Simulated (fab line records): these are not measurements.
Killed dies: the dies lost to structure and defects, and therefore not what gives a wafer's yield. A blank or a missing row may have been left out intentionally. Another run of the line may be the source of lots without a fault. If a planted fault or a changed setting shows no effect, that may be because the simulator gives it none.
fab line records	flow n5_finfet
record: lots: 7	wafers: 21	last_day: 18
route steps=1938 shown BEOL_M4@1111 BEOL_M5@1112
lots untouched by any fault: they come from a run of this same line in which no faults occurred
start_h: hours from the record's first day to the start of the lot's first wafer shown	wait_h: how many hours have passed since the lot's step before this one	" the same as in the row above	L1.1+2: several wafers, shown together as one row	- no value, or no start given	* or withheld: withheld	< > ~ a bound
route shown NAME@n: names a module that has steps shown in the file, with the first one's number in the route	usual: mean/standard deviation of fault-free wafers	same: alike in all rows	chamber/n: place in a boat	sites: readings site by site	_std_site: the standard deviation of these	_edge_site: outer sites' mean less inner sites'	radius_mm: for every site, how far away it sits from the centre of the wafer	mask NAME#n: copy n	behind: tool/chamber where the wafer was last shaped	hold: why the lot went on hold/how many hours it stayed there/how the hold came to an end	device: whichever transistor did not switch (one of n, p or np)	end of line: at the end of the route, the tests of the same wafers	a step given without rows: its recipe and nothing more	killed: not the wafer's yield, but the dies lost to structure and defects at the first sort	map: a wafer's dies, marking killed ones x, the rest . and places with no die _
set.NAME: the setting as run; set.NAME@STEP: as run at that earlier step	model.NAME: the simulator's own value behind a step, which no gauge read
a table for each step, a row for each wafer; lots at some steps of the route
services: when a tool's chamber went out of use (start_h, in hours from the record's first day, below 0 if earlier), for how many hours, and the reason
== steps ==
step: N5_BEOL_M4_RC_MEAS_101
usual: DIBL_N: 36.4/1.7	DIBL_P: 36.4/2.1	IOFF_N: 0.16/0.035	IOFF_P: 0.21/0.035	ION_N: 680/11	ION_P: 465/6.8	SS_N: 71.5/0.58	SS_P: 73.2/0.72	VT_N: 249/3.6	VT_P: -250/3.1
lot.wafer	tool	chamber	start_h	wait_h	DIBL_N[mV/V]	DIBL_P[mV/V]	IOFF_N[nA/um]	IOFF_P[nA/um]	ION_N[uA/um]	ION_P[uA/um]	SS_N[mV/dec]	SS_P[mV/dec]	VT_N[mV]	VT_P[mV]
L556.1	prober-02	0	209.34	0.0	35.2	36.3	0.14	0.19	671	461	71.4	72.7	249	-254
L556.4	"	0	"	"	38.1	38.2	0.19	0.22	691	470	71.7	73.9	251	-252
L556.5	"	0	"	"	32.7	32.5	0.11	0.14	664	453	70.7	71.8	255	-255
L558.2	prober-02	0	216.38	0.2	36.6	37.4	0.18	0.22	685	466	71.8	73.5	246	-249
L558.4	"	0	"	"	33.7	35.1	0.14	0.20	684	476	71.4	72.9	249	-252
L558.5	"	0	"	"	34.7	36.9	0.16	0.21	681	470	71.4	73.9	247	-250
L560.3	prober-02	0	218.54	0.3	38.2	38.6	0.18	0.22	677	457	72.4	73.4	249	-249
L560.4	"	0	"	"	38.6	40.2	0.20	0.25	690	474	72.3	74.0	245	-248
L560.5	"	0	"	"	37.3	37.8	0.16	0.21	680	465	71.6	73.6	254	-251
L561.2	prober-01	0	220.90	0.2	36.7	34.2	0.15	0.20	678	458	71.6	73.0	249	-248
L561.3	"	0	"	"	37.7	36.1	0.18	0.24	688	474	71.8	73.6	243	-246
L561.6	"	0	"	"	36.3	33.6	0.14	0.19	668	459	71.7	72.5	253	-253
L570.2	prober-01	0	296.90	0.2	40.0	37.8	0.22	0.26	697	471	72.5	74.2	245	-247
L570.4	"	0	"	"	36.0	32.5	0.14	0.18	663	458	71.5	72.3	251	-254
L570.6	"	0	"	"	36.9	34.8	0.17	0.21	686	470	71.1	73.2	246	-251
L573.2	prober-01	0	306.27	0.7	37.3	36.7	0.16	0.23	682	467	71.7	72.8	249	-247
L573.5	"	0	"	"	35.5	34.1	0.14	0.19	683	469	71.3	73.1	252	-251
L573.6	"	0	"	"	37.7	37.6	0.17	0.25	686	471	71.9	73.9	249	-247
L574.1	prober-01	0	309.46	0.0	37.1	37.3	0.17	0.24	685	471	71.3	73.8	249	-247
L574.2	"	0	"	"	37.0	36.5	0.16	0.23	674	461	71.4	73.7	250	-248
L574.4	"	0	"	"	36.6	35.0	0.15	0.21	668	462	71.9	73.1	251	-250
step: N5_BEOL_M5_ILD_DEP_00
recipe: material: SiCOH_lowk	target_thk_a: 1406.4	temp_c: 300	precursor: DEMS/porogen	pressure_torr: 5	rf_w: 500	time_s: 25.9
usual: heater_power_w: 318/58	showerhead_plenum_p_Torr: 5.740/0.016	throttle_valve_pct: 13.6/0.4
lot.wafer	tool	chamber	start_h	wait_h	heater_power_w	showerhead_plenum_p_Torr	since_wet_clean_h	throttle_valve_pct
L556.1	pecvd-04	0	210.32	0.8	415	5.741	733	13.6
L556.4	"	1	"	"	314	5.740	-	12.9
L556.5	"	0	"	"	325	5.745	-	13.7
L558.2	pecvd-01	2	217.19	0.7	283	5.720	402	13.5
L558.4	"	1	"	"	409	5.748	-	13.7
L558.5	"	2	"	"	281	5.722	-	13.5
L560.3	pecvd-01	2	219.20	0.5	307	5.725	404	13.8
L560.4	"	1	"	"	420	5.757	-	13.7
L560.5	"	0	"	"	250	5.746	-	14.4
L561.2	pecvd-04	1	221.71	0.7	293	5.752	1469	13.0
L561.3	"	0	"	"	381	5.750	-	13.8
L561.6	"	1	"	"	301	5.760	-	13.5
L570.2	pecvd-01	1	297.71	0.7	383	5.762	1908	13.4
L570.4	"	0	"	"	236	5.737	-	14.4
L570.6	"	1	"	"	381	5.754	-	13.5
L573.2	pecvd-01	2	307.08	0.7	252	5.723	491	13.9
L573.5	"	2	"	"	254	5.733	-	14.0
L573.6	"	0	"	"	263	5.741	-	14.4
L574.1	pecvd-03	0	310.43	0.8	278	5.768	1377	14.2
L574.2	"	1	"	"	363	5.749	2102	13.5
L574.4	"	0	"	"	217	5.765	-	14.4
step: N5_BEOL_M5_CURE_79
recipe: temp_c: 385	time_s: 240	ambient: He/Ar	material: SiCOH_lowk
usual: lamp_power_pct: 52.32/0.055	wafer_temp_C_max: 386.9/0.59
lot.wafer	tool	chamber	start_h	wait_h	lamp_power_pct	wafer_temp_C_max
L556.1	uv_cure-02	1	210.40	0.1	52.30	386.6
L556.4	"	1	"	"	52.25	386.7
L556.5	"	1	"	"	52.28	386.2
L558.2	uv_cure-01	2	217.33	0.1	52.38	386.4
L558.4	"	2	"	"	52.29	386.5
L558.5	"	2	"	"	52.36	386.1
L560.3	uv_cure-02	1	219.42	0.2	52.25	388.8
L560.4	"	1	"	"	52.43	387.2
L560.5	"	1	"	"	52.33	387.9
L561.2	uv_cure-02	1	222.13	0.4	52.45	387.1
L561.3	"	1	"	"	52.28	387.7
L561.6	"	1	"	"	52.21	386.8
L570.2	uv_cure-01	2	297.85	0.1	52.31	386.0
L570.4	"	2	"	"	52.31	386.9
L570.6	"	2	"	"	52.36	385.7
L573.2	uv_cure-01	0	307.22	0.1	52.28	386.9
L573.5	"	0	"	"	52.34	387.2
L573.6	"	0	"	"	52.33	387.1
L574.1	uv_cure-02	1	310.66	0.2	52.36	387.8
L574.2	"	1	"	"	52.28	388.5
L574.4	"	1	"	"	52.33	387.0
step: N5_BEOL_M5_THK_MEAS_01
recipe: reads: SiCOH_lowk_of_BEOL_M5_ILD_DEP_00
usual: M5_ILD_THK: 120.9/1.6
lot.wafer	tool	chamber	start_h	wait_h	M5_ILD_THK[nm]
L556.1	film_metro-02	-	210.91	0.4	119.3
L556.4	"	-	"	"	120.4
L556.5	"	-	"	"	121.3
L558.2	film_metro-02	-	217.76	0.4	120.3
L558.4	"	-	"	"	120.8
L558.5	"	-	"	"	122.7
L560.3	film_metro-01	-	219.78	0.3	121.6
L560.4	"	-	"	"	120.5
L560.5	"	-	"	"	122.0
L561.2	film_metro-01	-	222.56	0.4	120.7
L561.3	"	-	"	"	123.7
L561.6	"	-	"	"	123.1
L570.2	film_metro-02	-	298.28	0.4	118.7
L570.4	"	-	"	"	123.1
L570.6	"	-	"	"	120.7
L573.2	film_metro-02	-	307.66	0.4	121.9
L573.5	"	-	"	"	121.4
L573.6	"	-	"	"	123.6
L574.1	film_metro-01	-	311.17	0.4	121.5
L574.2	"	-	"	"	121.0
L574.4	"	-	"	"	120.9
step: N5_BEOL_M5_PECVD_70
recipe: material: SiO2	target_thk_a: 160	temp_c: 400	precursor: TEOS/O2	pressure_torr: 5.5	rf_w: 450	teos_flow_sccm: 53.8	gas: O2	flow_sccm: 3000	time_s: 18
usual: heater_power_w: 745/94	showerhead_plenum_p_Torr: 8.78/0.058	throttle_valve_pct: 21.8/0.63
lot.wafer	tool	chamber	start_h	wait_h	heater_power_w	showerhead_plenum_p_Torr	since_wet_clean_h	throttle_valve_pct
L556.1	pecvd-03	0	210.94	0.0	643	8.88	1277	22.9
L556.4	"	0	"	"	654	8.86	-	22.9
L556.5	"	2	"	"	649	8.75	-	21.1
L558.2	pecvd-01	2	217.80	0.0	696	8.69	402	21.8
L558.4	"	0	"	"	573	8.76	-	22.9
L558.5	"	1	"	"	788	8.83	-	22.1
L560.3	pecvd-04	0	219.83	0.1	863	8.81	-	22.0
L560.4	"	1	"	"	673	8.82	-	21.3
L560.5	"	1	"	"	669	8.81	-	21.1
L561.2	pecvd-04	0	222.60	0.0	748	8.81	745	22.1
L561.3	"	0	"	"	750	8.80	-	21.7
L561.6	"	1	"	"	703	8.82	-	21.1
L570.2	pecvd-04	1	298.32	0.0	632	8.82	1546	21.4
L570.4	"	1	"	"	631	8.81	-	21.2
L570.6	"	2	"	"	863	8.69	-	20.9
L573.2	pecvd-04	0	307.69	0.0	867	8.78	830	22.1
L573.5	"	2	"	"	832	8.68	-	21.1
L573.6	"	0	"	"	879	8.80	-	22.2
L574.1	pecvd-04	2	311.21	0.0	855	8.71	80	21.1
L574.2	"	0	"	"	828	8.80	834	22.0
L574.4	"	1	"	"	696	8.80	-	21.0
step: N5_BEOL_M5_HM_DEP_02
recipe: material: TiN	target_thk_a: 200	temp_c: 25	chamber_pressure_pa: 0.49996
usual: substrate_temp_c: 25.01/0.1	throttle_valve_pct: 29.3/1.2
lot.wafer	tool	chamber	start_h	wait_h	substrate_temp_c	throttle_valve_pct
L556.1	pvd_sputter-02	-	213.27	2.3	24.92	30.6
L556.4	"	-	"	"	24.88	30.8
L556.5	"	-	"	"	25.05	29.9
L558.2	pvd_sputter-02	-	221.54	3.7	24.87	28.2
L558.4	"	-	"	"	25.04	30.7
L558.5	"	-	"	"	24.90	30.1
L560.3	pvd_sputter-03	-	221.89	2.0	25.01	28.8
L560.4	"	-	"	"	25.06	27.5
L560.5	"	-	"	"	24.98	30.5
L561.2	pvd_sputter-03	-	227.24	4.6	24.88	27.4
L561.3	"	-	"	"	24.97	29.3
L561.6	"	-	"	"	25.00	30.3
L570.2	pvd_sputter-03	-	299.94	1.6	25.00	29.9
L570.4	"	-	"	"	25.04	27.1
L570.6	"	-	"	"	24.96	27.5
L573.2	pvd_sputter-03	-	309.30	1.6	24.98	27.3
L573.5	"	-	"	"	24.96	30.2
L573.6	"	-	"	"	25.02	29.2
L574.1	pvd_sputter-03	-	312.24	1.0	25.10	27.2
L574.2	"	-	"	"	25.07	29.3
L574.4	"	-	"	"	24.99	30.1
step: N5_BEOL_M5_COAT_59
recipe: resist: SOC	temp_c: 250	time_s: 60	spin_rpm: 1500	resist_thk_nm: 60
step: N5_BEOL_M5_COAT_60
recipe: resist: SiARC	temp_c: 220	time_s: 60	spin_rpm: 1500	resist_thk_nm: 12
step: N5_BEOL_M5_COAT_71
recipe: resist: underlayer	temp_c: 205	time_s: 60	spin_rpm: 1500	resist_thk_nm: 5
step: N5_BEOL_M5_COAT_05
recipe: resist: CAR-EUV	spin_rpm: 1500	resist_thk_nm: 30
step: N5_BEOL_M5_EBR_07
recipe: solvent: PGMEA	ebr_width_mm: 1.5
step: N5_BEOL_M5_SOFTBAKE_06
recipe: temp_c: 110	time_s: 60	resist: CAR-EUV
step: N5_BEOL_M5_EXPOSE_08
recipe: mask_id: M5	na: 0.33	source_shape: annular	sigma_inner: 0.4	sigma_outer: 0.8	polarization: unpolarized	target_cd_nm: 28	dose_mj: 35.75
usual: exposure_dose_mJ_cm2: 35.63/0.039	focus_offset_nm: -0.1/0.53
lot.wafer	tool	chamber	start_h	wait_h	mask	exposure_dose_mJ_cm2	focus_offset_nm
L556.1	euv_scanner-02	0	213.66	-	M5#0	35.69	0.0
L556.4	"	0	"	"	M5#0	35.66	-0.3
L556.5	"	0	"	"	M5#0	35.67	0.1
L558.2	euv_scanner-02	-	221.81	-	M5#0	-	-
L558.4	"	-	"	"	M5#0	-	-
L558.5	"	-	"	"	M5#0	-	-
L560.3	euv_scanner-01	-	222.29	-	M5#0	-	-
L560.4	"	-	"	"	M5#0	-	-
L560.5	"	-	"	"	M5#0	-	-
L561.2	euv_scanner-01	-	227.54	-	M5#0	-	-
L561.3	"	-	"	"	M5#0	-	-
L561.6	"	-	"	"	M5#0	-	-
L570.2	euv_scanner-01	0	300.22	-	M5#0	35.55	0.3
L570.4	"	0	"	"	M5#0	35.59	1.0
L570.6	"	0	"	"	M5#0	35.63	0.1
L573.2	euv_scanner-02	0	309.57	-	M5#0	35.67	0.8
L573.5	"	0	"	"	M5#0	35.66	-0.1
L573.6	"	0	"	"	M5#0	35.64	0.3
L574.1	euv_scanner-01	0	312.63	-	M5#0	35.58	-1.7
L574.2	"	0	"	"	M5#0	35.58	-0.9
L574.4	"	0	"	"	M5#0	35.61	0.4
step: N5_BEOL_M5_PEB_09
recipe: peb_temp_c: 100	peb_time_s: 60	resist: CAR-EUV
== services ==
tool	chamber	start_h	hours	kind
pecvd-04	2	189.26	3.8	repair
euv_scanner-02	0	197.86	-	calibration
pecvd-01	-	200.46	0.3	repair
pecvd-03	-	201.67	6.0	pm
pecvd-04	2	202.38	-	clean
pecvd-04	2	202.38	-	consumable_replace:showerhead
pecvd-04	2	202.38	29.0	scheduled_down
pecvd-04	2	202.38	29.0	vent_cycle
euv_scanner-01	-	229.10	0.4	repair
euv_scanner-02	-	230.37	4.6	pm
pecvd-01	2	232.52	6.1	repair
euv_scanner-01	-	239.03	1.0	pm
pvd_sputter-02	-	239.55	2.6	repair
euv_scanner-01	-	250.34	4.6	pm
pecvd-01	-	261.97	1.2	repair
uv_cure-02	-	263.93	0.6	repair
euv_scanner-01	0	273.81	-	calibration
pecvd-04	1	274.60	19.2	repair
pecvd-03	1	283.41	2.1	scheduled_down
euv_scanner-02	-	288.29	1.0	pm
euv_scanner-01	-	295.18	1.0	pm
uv_cure-02	-	296.25	4.3	repair
uv_cure-02	-	311.98	7.5	pm
== key ==
first_sign: step: N5_BEOL_M5_EXPOSE_08	reading: tool_record	direction: missing
effect none on later readings
met_at N5_BEOL_M5_EXPOSE_08
struck_wafers L558.2,L558.4,L558.5,L560.3,L560.4,L560.5,L561.2,L561.3,L561.6
later_rows_left_out L558.2,L558.4,L558.5,L560.3,L560.4,L560.5,L561.2,L561.3,L561.6
sort_left_out L558.2,L558.4,L558.5,L560.3,L560.4,L560.5,L561.2,L561.3,L561.6
onset_between 213.66 221.81
fault: kind: skipped_step_whole	tool: euv_scanner-01,euv_scanner-02	chamber: -	onset_h: 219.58	steps: N5_BEOL_M5_EXPOSE_08	scope: struck_lots_only
sort_left_out: the simulated sort isn't trusted on such a fault, so these wafers' sort isn't shown, and their yield isn't known
later_rows_left_out: the simulator's readings of these wafers behind a module that went badly wrong aren't trusted and aren't shown, but for the sort
